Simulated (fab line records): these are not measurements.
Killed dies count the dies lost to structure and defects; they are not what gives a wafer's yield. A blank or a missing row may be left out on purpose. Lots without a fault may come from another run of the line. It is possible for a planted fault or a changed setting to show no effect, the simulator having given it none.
fab line records    flow nandHarc
[record] lots = 11  wafers = 33  lastDay = 34
route steps=1302 shown A_CONTACT@1013
lots untouched by any fault: they come from a run of this same line in which no faults occurred
startH: hours from the record's first day to the start of the lot's first wafer shown    waitH: hours from the lot's prior step to this one    " as in the row above    L1.1+2: a single row standing in for several wafers    - no value, or no start given    * or withheld: withheld    < > ~ a bound
route shown NAME@n: names a module that has steps shown in the file, with the first one's number in the route    usual: mean/standard deviation of fault-free wafers    same: alike in all rows    chamber/n: place in a boat    sites: the reading at each site    _std_site: how widely they spread, as a standard deviation    _edge_site: the outer-site mean with the inner-site mean subtracted    radiusMm: how far each site lies from the wafer's centre    mask NAME#n: copy n    behind: the last tool/chamber to shape the wafer    hold: what put the lot on hold/how long, in hours/how the hold closed    device: transistor that didn't switch, given as n, p or np    end of line: tests run on the same wafers once the route is complete    a step without rows: its recipe alone    killed: not the wafer's yield, but the dies lost to structure and defects at the first sort    map: a wafer's dies, x killed, . not, _ none there
set.NAME: the setting the step ran with; set.NAME@STEP: the setting that earlier step ran with    model.NAME: the simulator's own value behind a step, which no gauge read
steps of the route over a sample of lots; a table a step, a row a wafer
services: the hour from which a tool's chamber was out of use, counted from the record's first day as startH (under 0 if before that day), plus the number of hours and why
[[steps]]
[step NHARC_A_CONTACT_ETCH_119]
[recipe] sourceW = withheld  pressureMtorr = 20  biasV = 3000  timeS = 190  targetDepthA = 18500  arFlowSccm = withheld  c4f8FlowSccm = withheld  o2FlowSccm = withheld  chemistry = C4F8/O2/Ar
[usual] chamberPressureMTorr = 20.000/0.018
lot.wafer  tool           chamber  startH  waitH  chamberPressureMTorr  rfHoursCounterH
L218.1     harCapEtch-01  1        525.33  0.1    20.005                3
L218.3     "              0        "       "      19.999                -
L218.5     "              0        "       "      19.983                -
L219.2     harCapEtch-03  1        525.82  0.1    19.996                48
L219.5     "              0        "       "      20.026                -
L219.6     "              1        "       "      20.005                -
L220.2     harCapEtch-02  0        533.15  0.1    20.005                89
L220.6     "              1        "       "      20.002                -
L220.5     "              0        "       "      19.955                -
L221.1     harCapEtch-01  0        569.81  0.1    20.004                10
L221.6     "              0        "       "      20.012                -
L221.5     "              1        "       "      19.990                -
L223.2     harCapEtch-01  0        584.15  0.2    19.977                12
L223.3     "              0        "       "      19.991                -
L223.5     "              0        "       "      19.984                -
L224.1     harCapEtch-03  0        585.21  0.1    20.019                57
L224.4     "              1        "       "      19.990                -
L224.5     "              1        "       "      19.995                -
L229.2     harCapEtch-02  1        634.34  0.1    19.983                107
L229.6     "              1        "       "      20.012                -
L229.5     "              0        "       "      20.022                -
L232.4     harCapEtch-02  0        658.67  0.1    20.016                -
L232.3     "              1        "       "      19.998                -
L232.6     "              0        "       "      19.993                -
L235.1     harCapEtch-02  1        677.36  0.1    19.986                116
L235.3     "              1        "       "      19.995                -
L235.6     "              0        "       "      19.994                -
L237.2     harCapEtch-01  0        722.79  0.1    20.008                39
L237.1     "              1        "       "      20.040                39
L237.3     "              0        "       "      20.003                -
L239.1     harCapEtch-03  0        735.04  0.1    19.989                82
L239.6     "              0        "       "      20.000                -
L239.5     "              1        "       "      19.988                -
[step NHARC_A_CONTACT_STRIP_55]
[recipe] o2FlowSccm = 500  arFlowSccm = 0  biasW = 0  chemistry = O2
[usual] chamberPressureMTorr = 60.00/0.055  drypumpMotorCurrentA = 5.81/0.25  oesProductAu = 0.999/0.01  rfVppV = 57.8/0.91  showerheadPlenumPTorr = 3.56/0.17  throttleValvePct = 17.037/0.0092
lot.wafer  tool        chamber  startH  waitH  chamberPressureMTorr  drypumpMotorCurrentA  oesProductAu  rfHoursCounterH  rfVppV  showerheadPlenumPTorr  throttleValvePct
L218.3     rieDiel-04  2        -       -      59.99                 5.63                  1.012         26               58.8    3.73                   17.031
L218.1     "           3        "       "      60.01                 5.94                  0.993         30               57.1    3.47                   17.042
L218.5     "           1        "       "      60.00                 5.51                  0.994         -                58.0    3.71                   17.039
L219.2     rieDiel-04  0        -       -      60.04                 5.75                  0.996         31               57.9    3.69                   17.033
L219.6     "           1        "       "      60.04                 5.53                  1.000         -                57.8    3.71                   17.041
L219.5     "           2        "       "      59.99                 5.64                  0.990         -                57.9    3.73                   17.041
L220.2     rieDiel-05  3        -       -      60.05                 5.86                  0.996         35               58.0    3.60                   17.013
L220.5     "           3        "       "      60.10                 5.88                  0.995         -                58.1    3.60                   17.057
L220.6     "           0        "       "      60.05                 5.85                  1.017         -                58.0    3.31                   17.018
L221.1     rieDiel-04  0        -       -      59.98                 5.79                  1.009         5                56.6    3.69                   17.026
L221.6     "           3        "       "      59.88                 5.95                  0.998         -                57.6    3.47                   17.035
L221.5     "           0        "       "      60.02                 5.78                  1.009         -                58.7    3.69                   17.035
L223.2     rieDiel-02  1        -       -      59.93                 5.96                  1.020         2                58.0    3.40                   17.039
L223.3     "           2        "       "      59.93                 5.11                  1.014         1                59.8    3.81                   17.046
L223.5     "           0        "       "      60.08                 6.24                  1.023         -                57.9    3.31                   17.020
L224.1     rieDiel-02  3        -       -      60.05                 5.95                  1.001         2                57.3    3.75                   17.037
L224.4     "           0        "       "      59.84                 6.21                  1.019         2                56.2    3.31                   17.043
L224.5     "           1        "       "      60.07                 5.95                  1.010         -                56.8    3.40                   17.054
L229.2     rieDiel-04  3        -       -      60.00                 5.95                  0.988         15               57.6    3.46                   17.035
L229.6     "           2        "       "      60.01                 5.63                  0.996         -                59.2    3.72                   17.053
L229.5     "           3        "       "      60.04                 5.99                  0.984         -                56.7    3.46                   17.032
L232.4     rieDiel-04  2        -       -      60.03                 5.65                  0.993         19               57.9    3.72                   17.033
L232.3     "           1        "       "      60.09                 5.51                  1.008         14               57.8    3.70                   17.027
L232.6     "           2        "       "      60.00                 5.66                  0.995         -                59.7    3.72                   17.032
L235.1     rieDiel-05  2        -       -      60.06                 6.16                  1.002         28               59.1    3.71                   17.037
L235.3     "           3        "       "      59.99                 5.85                  1.007         30               59.4    3.58                   17.037
L235.6     "           1        "       "      59.97                 6.03                  1.007         -                56.6    3.31                   17.035
L237.1     rieDiel-04  3        -       -      59.97                 5.96                  0.987         2                58.8    3.46                   17.027
L237.3     "           1        "       "      59.98                 5.51                  1.003         1                57.3    3.69                   17.032
L237.2     "           2        "       "      59.87                 5.63                  1.003         2                57.2    3.71                   17.036
L239.1     rieDiel-05  0        -       -      59.98                 5.83                  1.000         48               57.6    3.28                   17.030
L239.6     "           2        "       "      59.97                 6.10                  1.001         -                57.7    3.70                   17.020
L239.5     "           3        "       "      59.99                 5.86                  0.996         -                57.1    3.57                   17.038
[step NHARC_A_CONTACT_EXPOSE_66]
[recipe] na = 1.35  sigmaOuter = 0.8  doseMj = 59.02  maskId = A_CC_2
[usual] exposureDoseMJCm2 = 59.04/0.072  reticleTempC = 22.99/0.11
lot.wafer  tool            chamber  startH  waitH  mask      exposureDoseMJCm2  reticleTempC
L219.2     arfiScanner-03  0        533.19  -      A_CC_2#0  59.06              23.07
L219.5     "               0        "       "      A_CC_2#0  59.03              23.04
L219.6     "               0        "       "      A_CC_2#0  59.10              23.03
L218.1     arfiScanner-02  0        533.34  -      A_CC_2#0  59.04              22.77
L218.3     "               0        "       "      A_CC_2#0  59.04              22.82
L218.5     "               0        "       "      A_CC_2#0  59.02              22.96
L220.2     arfiScanner-01  0        543.89  -      A_CC_2#0  58.92              22.86
L220.5     "               0        "       "      A_CC_2#0  59.01              22.90
L220.6     "               0        "       "      A_CC_2#0  59.19              22.93
L221.1     arfiScanner-03  0        576.45  -      A_CC_2#0  59.09              23.06
L221.5     "               0        "       "      A_CC_2#0  59.10              23.22
L221.6     "               0        "       "      A_CC_2#0  59.08              22.87
L223.2     arfiScanner-03  0        594.61  -      A_CC_2#0  59.16              23.01
L223.3     "               0        "       "      A_CC_2#0  59.13              23.06
L223.5     "               0        "       "      A_CC_2#0  59.06              22.97
L224.1     arfiScanner-01  0        595.03  -      A_CC_2#0  59.00              23.02
L224.4     "               0        "       "      A_CC_2#0  59.01              22.87
L224.5     "               0        "       "      A_CC_2#0  59.03              22.98
L229.2     arfiScanner-01  0        640.96  -      A_CC_2#0  76.92              23.18
L229.5     "               0        "       "      A_CC_2#0  76.96              23.01
L229.6     "               0        "       "      A_CC_2#0  76.77              22.93
L232.3     arfiScanner-01  0        667.06  -      A_CC_2#0  73.23              23.04
L232.4     "               0        "       "      A_CC_2#0  73.25              23.01
L232.6     "               0        "       "      A_CC_2#0  73.26              22.85
L235.1     arfiScanner-01  0        683.90  -      A_CC_2#0  71.02              22.95
L235.3     "               0        "       "      A_CC_2#0  70.97              22.79
L235.6     "               0        "       "      A_CC_2#0  71.08              22.86
L237.1     arfiScanner-02  0        729.63  -      A_CC_2#0  59.10              22.76
L237.2     "               0        "       "      A_CC_2#0  59.10              22.76
L237.3     "               0        "       "      A_CC_2#0  58.99              22.98
L239.1     arfiScanner-02  0        742.03  -      A_CC_2#0  59.12              23.03
L239.5     "               0        "       "      A_CC_2#0  59.16              22.91
L239.6     "               0        "       "      A_CC_2#0  59.06              22.89
[step NHARC_A_CONTACT_CD_MEAS_69]
[recipe] targetCdNm = 300  landingEnergyEv = 500
[usual] cdNm = 300.1/0.53
lot.wafer  tool      chamber  startH  waitH  cdNm
L219.2     cdSem-03  0        533.33  -      298.7
L219.5     "         0        "       "      300.2
L219.6     "         0        "       "      299.2
L218.1     cdSem-02  0        533.49  -      299.7
L218.3     "         0        "       "      300.5
L218.5     "         0        "       "      301.0
L220.2     cdSem-01  0        544.03  -      300.7
L220.5     "         0        "       "      300.7
L220.6     "         0        "       "      300.1
L221.1     cdSem-02  0        576.59  -      300.9
L221.5     "         0        "       "      300.9
L221.6     "         0        "       "      301.3
L223.2     cdSem-02  0        594.75  -      300.4
L223.3     "         0        "       "      300.2
L223.5     "         0        "       "      300.4
L224.1     cdSem-02  0        595.16  -      300.4
L224.4     "         0        "       "      300.4
L224.5     "         0        "       "      300.0
L229.2     cdSem-01  0        641.10  -      313.9
L229.5     "         0        "       "      314.2
L229.6     "         0        "       "      314.6
L232.3     cdSem-03  0        667.19  -      312.6
L232.4     "         0        "       "      311.3
L232.6     "         0        "       "      311.5
L235.1     cdSem-01  0        684.04  -      309.2
L235.3     "         0        "       "      309.3
L235.6     "         0        "       "      309.0
L237.1     cdSem-01  0        729.77  -      300.5
L237.2     "         0        "       "      300.1
L237.3     "         0        "       "      299.1
L239.1     cdSem-02  0        742.17  -      300.4
L239.5     "         0        "       "      300.1
L239.6     "         0        "       "      300.5
[step NHARC_A_CONTACT_DESCUM_74]
[recipe] timeS = 3  o2FlowSccm = 200  arFlowSccm = 0  biasPowerW = 0  chemistry = O2
[usual] chamberPressureMTorr = 60.00/0.055  drypumpMotorCurrentA = 5.79/0.28  oesProductAu = 1.001/0.0093  rfVppV = 57.9/0.95  showerheadPlenumPTorr = 1.93/0.1  throttleValvePct = 11.312/0.0086
lot.wafer  tool        chamber  startH  waitH  chamberPressureMTorr  drypumpMotorCurrentA  oesProductAu  rfHoursCounterH  rfVppV  showerheadPlenumPTorr  throttleValvePct
L219.2     rieDiel-05  1        533.53  0.1    60.00                 6.04                  0.993         38               55.2    1.80                   11.310
L219.6     "           3        "       "      59.94                 5.84                  0.990         -                59.1    1.96                   11.309
L219.5     "           0        "       "      59.96                 5.86                  1.009         -                58.8    1.79                   11.320
L218.1     rieDiel-02  2        533.68  0.1    59.97                 5.09                  0.999         42               57.9    1.77                   11.329
L218.3     "           0        "       "      59.98                 6.26                  0.996         45               59.0    1.79                   11.311
L218.5     "           1        "       "      60.04                 5.89                  1.000         -                57.3    1.85                   11.311
L220.2     rieDiel-04  0        544.24  0.1    59.90                 5.83                  1.001         0                59.1    2.01                   11.311
L220.5     "           1        "       "      60.08                 5.48                  1.005         -                57.8    2.02                   11.311
L220.6     "           2        "       "      59.98                 5.65                  1.004         -                58.8    2.03                   11.308
L221.1     rieDiel-02  3        576.80  0.1    60.05                 5.91                  1.006         54               58.9    2.04                   11.314
L221.6     "           0        "       "      60.04                 6.21                  1.005         -                57.7    1.79                   11.297
L221.5     "           1        "       "      59.99                 5.95                  1.005         -                57.7    1.84                   11.305
L223.2     rieDiel-04  1        594.94  0.1    59.99                 5.51                  1.009         6                58.8    2.01                   11.331
L223.3     "           3        "       "      60.12                 5.95                  0.991         7                57.9    1.88                   11.317
L223.5     "           0        "       "      59.98                 5.80                  1.012         -                57.9    2.01                   11.303
L224.1     rieDiel-04  3        595.36  0.1    59.98                 5.91                  0.987         7                56.8    1.88                   11.308
L224.4     "           0        "       "      60.01                 5.83                  1.009         7                58.8    2.01                   11.320
L224.5     "           2        "       "      59.93                 5.61                  1.011         -                57.8    2.03                   11.302
L229.2     rieDiel-04  1        641.30  0.1    60.06                 5.51                  1.008         11               56.3    2.01                   11.305
L229.6     "           3        "       "      59.99                 5.93                  0.976         -                57.7    1.87                   11.302
L229.5     "           0        "       "      59.94                 5.80                  0.989         -                58.8    2.00                   11.317
L232.4     rieDiel-05  3        667.37  0.1    59.93                 5.85                  0.995         27               57.7    1.94                   11.308
L232.3     "           0        "       "      60.03                 5.85                  1.000         26               56.4    1.77                   11.300
L232.6     "           0        "       "      60.05                 5.82                  0.997         -                58.3    1.77                   11.313
L235.1     rieDiel-04  3        684.23  0.1    59.87                 5.88                  0.989         23               58.1    1.87                   11.317
L235.3     "           2        "       "      59.96                 5.63                  1.002         23               58.1    2.02                   11.302
L235.6     "           0        "       "      59.99                 5.78                  0.999         -                58.1    2.00                   11.307
L237.2     rieDiel-04  2        729.96  0.1    59.97                 5.63                  1.001         2                58.1    2.02                   11.305
L237.3     "           3        "       "      60.02                 5.93                  0.994         3                58.0    1.87                   11.313
L237.1     "           0        "       "      59.91                 5.78                  0.993         3                57.5    2.00                   11.318
L239.1     rieDiel-05  0        742.37  0.1    60.00                 5.85                  0.992         49               58.8    1.77                   11.306
L239.6     "           3        "       "      59.90                 5.83                  0.998         -                58.5    1.94                   11.313
L239.5     "           0        "       "      60.04                 5.86                  0.997         -                56.7    1.77                   11.296
[[services]]
tool            chamber  startH  hours  kind
rieDiel-04      0        511.49  -      clean
rieDiel-04      1        511.49  -      clean
rieDiel-04      2        511.49  -      clean
rieDiel-04      3        511.49  -      clean
rieDiel-04      -        532.41  9.0    pm
rieDiel-04      0        532.41  9.0    ventCycle
rieDiel-04      1        532.41  9.0    ventCycle
rieDiel-04      2        532.41  9.0    ventCycle
rieDiel-04      3        532.41  9.0    ventCycle
arfiScanner-03  -        540.00  4.0    pm
rieDiel-04      0        541.41  -      clean
rieDiel-04      1        541.41  -      clean
arfiScanner-03  -        551.85  7.0    repair
rieDiel-02      -        577.30  9.0    pm
rieDiel-05      -        583.76  9.0    pm
arfiScanner-01  -        596.60  4.0    pm
arfiScanner-03  -        617.01  5.9    repair
rieDiel-05      0        618.01  5.8    repair
arfiScanner-01  -        634.97  1.3    repair
arfiScanner-02  -        656.00  4.0    pm
arfiScanner-01  -        701.48  1.9    repair
rieDiel-04      -        709.41  9.0    pm
arfiScanner-03  -        712.00  4.0    pm
rieDiel-05      3        729.23  4.2    repair
[[key]]
[firstSign] step = NHARC_A_CONTACT_EXPOSE_66  reading = exposureDoseMJCm2  direction = up  sigmas = 99+  usual = 59.04  struck = 73.72
[effect] step = NHARC_A_CONTACT_CD_MEAS_69  reading = cdNm  direction = up  sigmas = 22  usual = 300.1  struck = 311.7  through = controlLoop
metAt NHARC_A_CONTACT_EXPOSE_66
struckLots L229,L232,L235
testerLeftOut L229,L232,L235
[loopTrim] step = NHARC_A_CONTACT_EXPOSE_66  setting = dose  lots = L232,L235
notActingAt NHARC_A_CONTACT_ETCH_119,NHARC_A_CONTACT_STRIP_55,NHARC_A_CONTACT_DESCUM_74
onsetBetween 595.03 640.96
[fault] kind = processParameterDrift  tool = arfiScanner-01  chamber = -  onsetH = 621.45  steps = NHARC_A_CONTACT_EXPOSE_66  channel = doseMj  offset = 17.832  shape = step  actsIn = theseRecipesOnly  stated = 59.02
// testerLeftOut: of these lots the tester's yield and bins aren't shown, on N5 and GAA mostly nor the transistor test; their killed dies are dies lost to structure and defects alone, not to doping, threshold or leakage, so they don't give the yield
// loopTrim: a control loop set the setting to another value than it would have without faults
